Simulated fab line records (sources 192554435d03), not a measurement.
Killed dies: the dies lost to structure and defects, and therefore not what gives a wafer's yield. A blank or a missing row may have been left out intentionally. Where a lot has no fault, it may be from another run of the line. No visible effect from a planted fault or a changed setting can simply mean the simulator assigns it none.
Matching of chambers :: flow n5-finfet :: N5_FIN_SAQP_MANDREL1_REMOVE_56 on rie-si-03 has 4 sister chambers
The step chemistry HBr/Cl2/O2, target a-Si, stops on SiNx, bt time 10 s. 4 wafers are shown with their chamber, then 10 later ones without.

## EACH WAFER AND ITS CHAMBER
wafer: L084.6
chamber: 3
throttle-valve-pct (%): 36.94

wafer: L086.6
chamber: 0
throttle-valve-pct (%): 37.12

wafer: L088.1
chamber: 1
throttle-valve-pct (%): 36.84

wafer: L088.3
chamber: 2
throttle-valve-pct (%): 36.88

## WAFERS MISSING THEIR CHAMBER
wafer: L088.4
throttle-valve-pct (%): 36.95

wafer: L089.4
throttle-valve-pct (%): 36.96

wafer: L089.5
throttle-valve-pct (%): 36.92

wafer: L089.6
throttle-valve-pct (%): 37.13

wafer: L091.1
throttle-valve-pct (%): 36.94

wafer: L091.3
throttle-valve-pct (%): 36.90

wafer: L091.6
throttle-valve-pct (%): 36.96

wafer: L092.1
throttle-valve-pct (%): 36.88

wafer: L092.4
throttle-valve-pct (%): 36.83

wafer: L092.5
throttle-valve-pct (%): 37.13

## WHICH CHAMBER EACH WENT THROUGH
wafer: L088.4
from the rows above: 3
in truth: 3

wafer: L089.4
from the rows above: 3
in truth: 3

wafer: L089.5
from the rows above: can't be placed: 3 or 2
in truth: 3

wafer: L089.6
from the rows above: 0
in truth: 0

wafer: L091.1
from the rows above: 3
in truth: 3

wafer: L091.3
from the rows above: can't be placed: 2 or 3
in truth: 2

wafer: L091.6
from the rows above: 3
in truth: 3

wafer: L092.1
from the rows above: 2
in truth: 2

wafer: L092.4
from the rows above: 1
in truth: 1

wafer: L092.5
from the rows above: 0
in truth: 0
Correct placement for 8 of the 10. Cannot be placed on the basis of these rows: 2; the candidates contain the true chamber in 2. Wrongly placed: 0.
How it was worked out, from the rows above alone: a wafer's distance from a chamber is the root of the sum, over the readings, of the square of ((its reading less the chamber's mean) divided by the reading's scatter). The wafer belongs to the nearest chamber; if the next one is less than 2 further off, it can't be placed. Each chamber's mean is taken over the wafers shown for it. The scatter: with one shown wafer a chamber, the root of the mean of the squares of how far each hidden wafer lies from its nearest shown one.
